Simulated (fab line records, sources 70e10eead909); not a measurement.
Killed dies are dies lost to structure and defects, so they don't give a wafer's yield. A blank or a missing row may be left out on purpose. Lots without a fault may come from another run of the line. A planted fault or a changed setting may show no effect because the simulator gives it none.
Which tool did it? | flow nand_harc | 24 lots, 72 wafers sampled, at 4 steps of a route of 1302

WHAT THE GAUGES READ, wafer by wafer
NHARC_A_SLIT_INSPECT_11. Usual: raw_defect_count 59, standard deviation 28.
lot  | measured     | on                | raw_defect_count | flag
L077 | day 20 17:35 | defect_inspect-02 | 72 73 78         |
L074 | day 20 18:10 | defect_inspect-02 | 53 63 75         |
L075 | day 20 23:40 | defect_inspect-01 | 62 63 71         |
L076 | day 21 05:26 | defect_inspect-01 | 61 56 77         |
L079 | day 21 20:01 | defect_inspect-02 | 81 89 65         |
L078 | day 21 20:12 | defect_inspect-02 | 63 48 71         |
L080 | day 22 04:27 | defect_inspect-01 | 102 119 108      |
L081 | day 22 04:36 | defect_inspect-01 | 19 30 28         |
L082 | day 23 16:19 | defect_inspect-02 | 79 93 68         |
L084 | day 24 05:37 | defect_inspect-01 | 84 70 80         |
L083 | day 24 07:01 | defect_inspect-02 | 10 10 10         |
L085 | day 24 09:28 | defect_inspect-01 | 10 19 13         |
L086 | day 24 20:00 | defect_inspect-01 | 61 48 70         |
L087 | day 25 02:35 | defect_inspect-01 | 22 13 15         |
L088 | day 25 22:07 | defect_inspect-01 | 97 89 83         |
L089 | day 25 22:09 | defect_inspect-02 | 58 60 52         |
L090 | day 27 04:32 | defect_inspect-01 | 45 46 62         |
L092 | day 27 17:56 | defect_inspect-01 | 95 90 99         |
L091 | day 27 18:05 | defect_inspect-02 | 22 30 24         |
L094 | day 27 22:12 | defect_inspect-01 | 36 31 24         |
L093 | day 27 22:22 | defect_inspect-01 | 66 64 60         |
L095 | day 29 02:45 | defect_inspect-01 | 34 26 24         |
L097 | day 29 06:28 | defect_inspect-02 | 74 89 86         |
L096 | day 29 17:20 | defect_inspect-01 | 91 79 76         |

NHARC_A_SLIT_CD_MEAS_21. Usual: cd_nm 289.6 nm, standard deviation 1.
lot  | measured     | on        | cd_nm (nm)        | flag
L077 | day 20 23:55 | cd_sem-01 | 289.6 289.3 290.3 |
L074 | day 21 03:27 | cd_sem-03 | 290.3 290.5 290.3 |
L075 | day 21 07:55 | cd_sem-02 | 289.3 288.9 288.9 |
L076 | day 21 15:37 | cd_sem-01 | 291.1 291.6 290.5 |
L079 | day 22 02:21 | cd_sem-01 | 290.5 290.1 290.5 |
L078 | day 22 02:44 | cd_sem-03 | 290.0 290.6 290.6 |
L080 | day 22 10:52 | cd_sem-01 | 288.8 289.8 287.9 |
L081 | day 22 14:13 | cd_sem-01 | 291.4 291.3 289.5 |
L082 | day 23 22:43 | cd_sem-02 | 289.0 289.4 288.6 |
L084 | day 24 11:58 | cd_sem-01 | 290.2 290.3 288.9 |
L083 | day 24 13:49 | cd_sem-01 | 288.5 290.2 290.6 |
L085 | day 24 15:49 | cd_sem-02 | 289.7 289.4 290.5 |
L086 | day 25 02:47 | cd_sem-03 | 288.6 289.1 289.2 |
L087 | day 25 09:04 | cd_sem-03 | 289.5 288.4 289.4 |
L088 | day 26 04:31 | cd_sem-01 | 290.6 289.9 290.2 |
L089 | day 26 04:28 | cd_sem-03 | 288.7 289.1 289.0 |
L090 | day 27 10:51 | cd_sem-01 | 288.2 288.2 286.8 |
L092 | day 28 00:21 | cd_sem-02 | 291.1 290.1 290.9 |
L091 | day 28 00:35 | cd_sem-01 | 289.3 289.5 290.3 |
L094 | day 28 04:36 | cd_sem-01 | 290.2 290.2 290.3 |
L093 | day 28 04:44 | cd_sem-03 | 289.2 289.5 289.5 |
L095 | day 29 09:05 | cd_sem-03 | 286.7 288.5 287.1 |
L097 | day 29 12:50 | cd_sem-02 | 289.3 289.7 289.9 |
L096 | day 30 02:43 | cd_sem-03 | 289.0 290.2 289.4 |

NHARC_A_CONTACT_OVL_MEAS_43. Usual: overlay_x_nm -0.1 nm, standard deviation 0.75; overlay_y_nm 0.2 nm, standard deviation 0.73.
lot  | measured     | on         | overlay_x_nm (nm) | overlay_y_nm (nm) | flag
L077 | day 22 08:48 | overlay-01 | 0.7 0.8 0.8       | 0.3 -0.3 -0.4     |
L074 | day 22 11:16 | overlay-01 | 0.5 0.0 0.6       | -0.6 -1.3 -1.2    |
L075 | day 22 15:32 | overlay-01 | -0.7 -0.6 -0.6    | 0.8 0.3 1.0       |
L076 | day 22 23:19 | overlay-02 | -0.5 -0.8 -0.3    | -0.2 0.0 -0.3     |
L079 | day 23 10:23 | overlay-02 | 0.5 0.7 0.1       | 1.1 1.0 1.2       |
L078 | day 23 10:13 | overlay-01 | 0.0 0.0 -0.3      | -0.4 -0.2 0.0     |
L080 | day 23 23:42 | overlay-01 | 0.8 0.3 0.1       | 0.6 0.5 0.8       |
L081 | day 23 23:00 | overlay-01 | -1.1 -2.0 -1.4    | -0.2 0.5 -0.3     |
L082 | day 25 08:09 | overlay-01 | -0.8 -0.9 -1.3    | 0.8 0.9 0.8       |
L084 | day 25 18:17 | overlay-02 | -0.6 -0.5 -1.0    | -0.3 0.2 -0.4     |
L083 | day 25 18:35 | overlay-02 | -0.2 -0.6 -0.1    | -1.1 -0.1 -0.3    |
L085 | day 26 04:17 | overlay-01 | -0.6 -1.1 -0.7    | 0.8 0.4 1.1       |
L086 | day 26 12:41 | overlay-01 | 0.4 0.3 -0.3      | 0.8 0.5 0.1       |
L087 | day 26 15:33 | overlay-02 | -0.4 -0.4 -0.7    | 0.9 0.6 0.3       |
L088 | day 27 12:26 | overlay-02 | 0.9 0.9 1.0       | 0.1 -0.1 0.2      |
L089 | day 27 12:14 | overlay-01 | 0.0 0.2 0.0       | -0.2 0.0 0.3      |
L090 | day 28 23:01 | overlay-02 | 0.8 1.0 1.3       | 0.4 0.2 -0.1      |
L092 | day 29 07:38 | overlay-01 | 0.0 0.6 0.3       | -2.0 -1.9 -1.5    |
L091 | day 29 10:48 | overlay-02 | -0.8 -1.5 -0.9    | 0.6 0.9 1.0       |
L094 | day 29 15:02 | overlay-02 | 0.0 0.2 0.1       | 1.7 0.9 1.3       |
L093 | day 29 13:41 | overlay-01 | 1.0 0.1 0.9       | 1.3 1.0 1.0       |
L095 | day 30 17:23 | overlay-02 | -1.0 -0.5 -0.3    | -0.9 -1.2 -0.5    |
L097 | day 30 22:08 | overlay-02 | -0.4 -0.9 -0.6    | 1.2 1.2 1.3       |
L096 | day 31 10:14 | overlay-01 | 0.6 1.1 0.7       | 0.7 0.6 0.4       |

WHICH TOOL RAN EACH LOT (tool, then ch and the chambers of the sampled wafers, then the start)
lot  | NHARC_A_SLIT_ETCH_29
L077 | rie_diel-05 ch 1,2, day 20 23:22
L074 | rie_diel-05 ch 1,3, day 21 02:55
L075 | rie_diel-05 ch 0,1,2, day 21 07:22
L076 | rie_diel-05 ch 0,1, day 21 15:04
L079 | rie_diel-12 ch 0,3, day 22 01:49
L078 | rie_diel-06 ch 2,3, day 22 02:11
L080 | rie_diel-12 ch 0,1,2, day 22 10:19
L081 | rie_diel-05 ch 2,3, day 22 13:40
L082 | rie_diel-05 ch 1,2,3, day 23 22:10
L084 | rie_diel-06 ch 0,1,3, day 24 11:26
L083 | rie_diel-06 ch 0,1,2, day 24 13:18
L085 | rie_diel-05 ch 0,1,2, day 24 15:17
L086 | rie_diel-06 ch 1,2, day 25 02:16
L087 | rie_diel-06 ch 2,3, day 25 08:28
L088 | rie_diel-05 ch 0,1,2, day 26 03:57
L089 | rie_diel-12 ch 2,3, day 26 03:55
L090 | rie_diel-12 ch 0,3, day 27 10:19
L092 | rie_diel-05 ch 1,2,3, day 27 23:49
L091 | rie_diel-06 ch 0,1,3, day 28 00:02
L094 | rie_diel-06 ch 0,1,3, day 28 04:04
L093 | rie_diel-12 ch 1,2,3, day 28 04:12
L095 | rie_diel-12 ch 1,2,3, day 29 08:33
L097 | rie_diel-06 ch 0,3, day 29 12:18
L096 | rie_diel-12 ch 0,1,2, day 30 02:08
- NHARC_A_SLIT_ETCH_29: etches the open film in CF4/O2, target depth 100 nm, overetch 10 nm, time 55 s.

WHAT THE TOOLS THEMSELVES READ (means of the sampled wafers that have a number; where no wafer has one, the mark that the record gives instead)
NHARC_A_SLIT_ETCH_29. Usual: drypump_motor_current_A 5.8 A, standard deviation 0.39; oes_product_au 1.003 a.u., standard deviation 0.0093; rf_vpp_V 198.0 V, standard deviation 1.5; showerhead_plenum_p_Torr 1.34 Torr, standard deviation 0.058; throttle_valve_pct 13.396 %, standard deviation 0.008.
lot  | tool        | drypump_motor_current_A (A) | oes_product_au (a.u.) | rf_vpp_V (V) | showerhead_plenum_p_Torr (Torr) | throttle_valve_pct (%) | flag
L077 | rie_diel-05 | 5.6                         | 0.995                 | 197.4        | 1.31                            | 13.391                 |
L074 | rie_diel-05 | 6.3                         | 1.017                 | 198.8        | 1.40                            | 13.399                 |
L075 | rie_diel-05 | 5.8                         | 1.006                 | 197.9        | 1.32                            | 13.401                 |
L076 | rie_diel-05 | 6.1                         | 1.010                 | 197.7        | 1.33                            | 13.400                 |
L079 | rie_diel-12 | 6.1                         | 0.998                 | 199.4        | 1.41                            | 13.397                 |
L078 | rie_diel-06 | 5.6                         | 1.011                 | 197.1        | 1.30                            | 13.390                 |
L080 | rie_diel-12 | 5.9                         | 1.004                 | 197.5        | 1.34                            | 13.385                 |
L081 | rie_diel-05 | 6.2                         | 1.007                 | 198.2        | 1.38                            | 13.401                 |
L082 | rie_diel-05 | 6.0                         | 1.007                 | 198.6        | 1.35                            | 13.397                 |
L084 | rie_diel-06 | 5.4                         | 0.999                 | 197.8        | 1.37                            | 13.393                 |
L083 | rie_diel-06 | 5.4                         | 1.002                 | 197.5        | 1.32                            | 13.404                 |
L085 | rie_diel-05 | 5.8                         | 0.998                 | 197.3        | 1.32                            | 13.394                 |
L086 | rie_diel-06 | 5.4                         | 1.002                 | 196.9        | 1.28                            | 13.401                 |
L087 | rie_diel-06 | 5.6                         | 0.998                 | 196.8        | 1.30                            | 13.398                 |
L088 | rie_diel-05 | 5.8                         | 1.016                 | 197.7        | 1.32                            | 13.399                 |
L089 | rie_diel-12 | 6.1                         | 1.001                 | 196.9        | 1.30                            | 13.395                 |
L090 | rie_diel-12 | 6.3                         | 1.007                 | 199.3        | 1.40                            | 13.396                 |
L092 | rie_diel-05 | 6.0                         | 1.008                 | 198.2        | 1.35                            | 13.402                 |
L091 | rie_diel-06 | 5.4                         | 0.998                 | 198.1        | 1.37                            | 13.390                 |
L094 | rie_diel-06 | 5.4                         | 1.005                 | 198.4        | 1.37                            | 13.396                 |
L093 | rie_diel-12 | 6.1                         | 1.005                 | 197.5        | 1.34                            | 13.404                 |
L095 | rie_diel-12 | 6.1                         | 1.000                 | 197.6        | 1.34                            | 13.401                 |
L097 | rie_diel-06 | 5.6                         | 0.995                 | 199.2        | 1.39                            | 13.399                 |
L096 | rie_diel-12 | 5.9                         | 0.997                 | 198.0        | 1.34                            | 13.393                 |

THE ANSWER, worked out from the rows above alone
Rule: a lot is off if the mean of its wafers that have a number lies more than 3 standard deviations from the usual mean. A lot without any number at a reading at which 4 lots or more have one is off too. The other lots that the step has rows for count as sound. The gauges are gone through in route order, then the tools' own readings, and for those a lot's mean is taken as printed above. The first step at which some lot is off is used, and at that step the reading that is off furthest; a lot without a number counts as furthest.
No lot is off at any reading shown: from this, nothing can be told.

WHAT THE SIMULATOR HAD PUT IN
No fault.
